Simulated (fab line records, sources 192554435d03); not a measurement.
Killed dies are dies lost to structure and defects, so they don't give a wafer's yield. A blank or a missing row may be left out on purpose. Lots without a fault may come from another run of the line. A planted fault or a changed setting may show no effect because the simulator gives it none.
A struck lot beside a sound one | flow n5_finfet | 37 steps out of a route of 1938
Sound: wafers L784.4, L784.5, L784.6. Struck: wafer L794.2. (L794.1 of the same lot was not struck and is left out.) The cause comes at the end.
At each step with rows: each side's tool, then ch and its chambers, then its first start. Under that, the readings that differ: sound wafers | struck wafers | difference of the means | sigmas: that difference in standard deviations of wafers without a fault.
alike: readings whose means differ by less than 2 such deviations, and words and numbers that are the same on both sides. not compared: withheld readings, readings that some wafer has no value for, bounds like >300 that may hide the same value, and numbers for which the record gives no deviation and whose values overlap.
The two part at a step that has a row with sigmas, a row that says differs or no value, or rows on one side only. Numbers that don't overlap but have no deviation are shown without sigmas and don't part them. A reading that every wafer of one side lacks parts them only if that side has two wafers or more.

first, 9 steps without rows for these wafers: N5_BEOL_M4_ANNEAL_95 (time 240 s); N5_BEOL_M4_SPUTTER_96 (material Cu, target thk 4.5 nm, time 8.29 s); N5_BEOL_M4_ECD_50 (material Cu, target thk 300 nm); N5_BEOL_M4_ANNEAL_51 (time 90 s); N5_BEOL_M4_CMP_52 (polishes, stops on SiOC, t overpolish 6.8 s, target thk 40 nm); N5_BEOL_M4_PRE_CLEAN_60 (time 15 s); N5_BEOL_M4_CO_CAP_55 (material Co, precursor CCTBA/H2, target thk 2 nm, time 102.1 s); N5_BEOL_M4_PRE_CLEAN_56 (time 15 s); N5_BEOL_M4_DEP_57 (deposits SiCN from 3MS/NH3, target thk 8 nm, time 14 s).
N5_BEOL_M4_RC_MEAS_101:
  sound on prober-01 ch 0, day 10 05:58; struck on prober-02 ch 0, day 12 18:56
  alike: DIBL_N, DIBL_P, IOFF_N, IOFF_P, ION_N, ION_P, SS_N, SS_P, VT_N, VT_P
N5_BEOL_M5_ILD_DEP_00: deposits SiCOH lowk from DEMS/porogen, target thk 140.64 nm, time 25.9 s.
  sound on pecvd-03 ch 0,1,2, day 10 06:29; struck on pecvd-03 ch 1, day 12 19:54
  reading                                            | sound             | struck | difference | sigmas
  model.SiCOH_lowk_of_BEOL_M5_ILD_DEP_00.thk_nm (nm) | 142.4 142.6 143.6 | 69.4   | -73.5      |
  alike: heater_power_w, showerhead_plenum_p_Torr, throttle_valve_pct
then, 1 step without rows for these wafers: N5_BEOL_M5_CURE_79 (cures SiCOH lowk, time 240 s).
N5_BEOL_M5_THK_MEAS_01:
  sound on film_metro-02, day 10 07:03; struck on film_metro-02, day 12 20:28
  reading         | sound             | struck | difference | sigmas
  M5_ILD_THK (nm) | 122.5 122.7 123.6 | 59.5   | -63.4      | -35
then, 22 steps without rows for these wafers: N5_BEOL_M5_PECVD_70 (deposits SiO2 from TEOS/O2, target thk 16 nm, time 18 s); N5_BEOL_M5_HM_DEP_02 (deposits TiN, target thk 20 nm); N5_BEOL_M5_COAT_59 (time 60 s, resist thk 60 nm); N5_BEOL_M5_COAT_60 (time 60 s, resist thk 12 nm); N5_BEOL_M5_COAT_71 (time 60 s, resist thk 5 nm); N5_BEOL_M5_COAT_05 (resist thk 30 nm); N5_BEOL_M5_EBR_07; N5_BEOL_M5_SOFTBAKE_06 (time 60 s); N5_BEOL_M5_EXPOSE_08 (exposes mask M5, target cd 28 nm); N5_BEOL_M5_PEB_09 (peb time 60 s); N5_BEOL_M5_DEVELOP_10 (develop time 30 s); N5_BEOL_M5_DESCUM_16 (chemistry O2, time 7 s); N5_BEOL_M5_ETCH_72 (etches underlayer in N2/H2, target depth 6.5 nm, time 5.2 s); N5_BEOL_M5_ETCH_61 (etches SiARC in CF4, target depth 15.6 nm, time 26 s); N5_BEOL_M5_ETCH_62 (etches SOC in N2/H2, target depth 75 nm, overetch 15 nm, time 112.5 s); N5_BEOL_M5_STRIP_63 (strips in N2/H2); N5_BEOL_M5_STRIP_73 (strips in N2/H2); N5_BEOL_M5_STRIP_64 (strips in CF4); N5_BEOL_M5_HM_OPEN_17 (chemistry Cl2/BCl3, target TiN, target depth 20 nm, overetch 6 nm); N5_BEOL_M5_STRIP_19 (strips in O2); N5_BEOL_M5_COAT_65 (time 60 s, resist thk 60 nm); N5_BEOL_M5_COAT_66 (time 60 s, resist thk 12 nm).
N5_BEOL_M5_CMP_52: polishes, stops on SiCOH lowk, t overpolish 6.9 s, target thk 62 nm.
  sound on cmp-02 ch 1,2, day 10 17:15; struck on cmp-03 ch 0, day 13 07:22
  reading                                            | sound             | struck | difference | sigmas
  model.SiCOH_lowk_of_BEOL_M5_ILD_DEP_00.thk_nm (nm) | 119.6 119.8 120.6 | 56.4   | -63.6      |
  alike: head_pressure_psi, motor_current_A, platen_rpm
-- the record jumps here: 4 days lie between the struck wafers' starts before and after (it left off in module BEOL_M5 and takes up again in module PASSIVATION, whose first step shown is number 1936 of the route) --
N5_PASSIVATION_PROBE_49:
  the record has rows for the struck wafers here (prober-02, day 17 01:58) and none for the sound ones

WHERE THEY PART
First at N5_BEOL_M5_THK_MEAS_01; last, within this record, at N5_PASSIVATION_PROBE_49.

WHY: what the simulator had put in
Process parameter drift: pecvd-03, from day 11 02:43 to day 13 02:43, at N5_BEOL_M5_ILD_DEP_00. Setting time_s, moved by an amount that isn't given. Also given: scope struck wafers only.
